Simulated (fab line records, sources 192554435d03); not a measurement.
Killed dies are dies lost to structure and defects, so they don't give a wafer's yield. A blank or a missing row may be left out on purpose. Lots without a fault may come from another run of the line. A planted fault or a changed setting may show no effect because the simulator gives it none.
One fault seen from 2 desks | flow n5_finfet | each desk has only its own numbers; what lay behind them comes last

THE METROLOGY DESK
What the gauges read, lot by lot, whatever tool the lot ran on: means of the sampled wafers that have a number. A lot is out of limits, marked OUT, if its mean lies more than 4 standard deviations from the usual mean; the brackets give that distance.
Columns: A = M9_OVL at N5_BEOL_M9_OVL_MEAS_12, usual 0.1 nm
lot  | first seen here | A
L438 | day 9 13:27     | -0.5
L441 | day 11 02:05    | -0.1
L445 | day 11 18:43    | 1.1
L447 | day 12 07:09    | -0.1
L450 | day 13 02:13    | 0.8
L449 | day 13 11:08    | 0.2
L454 | day 13 17:58    | 0.5
L453 | day 13 21:19    | -1.4
L455 | day 14 19:08    | -0.1
L459 | day 15 08:29    | 2.2
This desk's finding: nothing out of limits on any of the 10 lots.

THE TOOL OWNER'S DESK: rie_diel-02
The tool's own readings at N5_BEOL_M9_ETCH_66 (etches SOC in N2/H2, target depth 80 nm, overetch 16 nm, time 120 s): means of the sampled wafers that have a number, for each lot that ran on this tool. A lot is out of limits, marked OUT, if its mean lies more than 4 standard deviations from the usual mean; the brackets give that distance.
Columns: A = bias_w at N5_BEOL_M9_ETCH_66, usual 150.0 W; B = drypump_motor_current_A at N5_BEOL_M9_ETCH_66, usual 5.8 A; C = oes_product_au at N5_BEOL_M9_ETCH_66, usual 0.60 a.u.; D = rf_fwd_power_W at N5_BEOL_M9_ETCH_66, usual 836.1 W; E = rf_vpp_V at N5_BEOL_M9_ETCH_66, usual 523.2 V; F = showerhead_plenum_p_Torr at N5_BEOL_M9_ETCH_66, usual 2.52 Torr; G = throttle_valve_pct at N5_BEOL_M9_ETCH_66, usual 17.79 %
lot  | first seen here | A                | B   | C    | D     | E                | F    | G
L445 | day 11 21:05    | 149.6            | 5.9 | 0.58 | 833.9 | 523.0            | 2.47 | 17.83
L447 | day 12 10:27    | 149.9            | 5.4 | 0.62 | 835.5 | 521.9            | 2.51 | 17.74
L450 | day 13 04:11    | 145.7 (-8.9) OUT | 5.8 | 0.57 | 836.8 | 513.4 (-5.2) OUT | 2.52 | 17.89
L449 | day 13 12:35    | 146.4 (-7.5) OUT | 5.5 | 0.60 | 835.3 | 512.6 (-5.6) OUT | 2.49 | 17.86
L454 | day 13 20:27    | 146.3 (-7.8) OUT | 5.3 | 0.61 | 837.6 | 513.7 (-5.0) OUT | 2.51 | 17.76
This desk's finding: out of limits on L449, L450, L454; first on L450, day 13 04:11 (bias_w at N5_BEOL_M9_ETCH_66). In limits: L445, L447.

PUT TOGETHER
The tool owner's desk could have raised an alarm at day 13 04:11, on L449, L450, L454.
The metrology desk saw nothing out of limits.
The metrology desk has L449, L450, L454 on record, within its limits.
Of the lots named, all ran N5_BEOL_M9_ETCH_66 on rie_diel-02.

WHAT THE SIMULATOR HAD PUT IN
Process parameter drift: rie_diel-02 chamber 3, from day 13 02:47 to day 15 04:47, at N5_BEOL_M9_ETCH_66. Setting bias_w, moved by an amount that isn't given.
Lots struck among those shown: L449, L450, L454.
Hours from the fault's start to each desk's first reading out of limits: the tool owner's desk, 1.
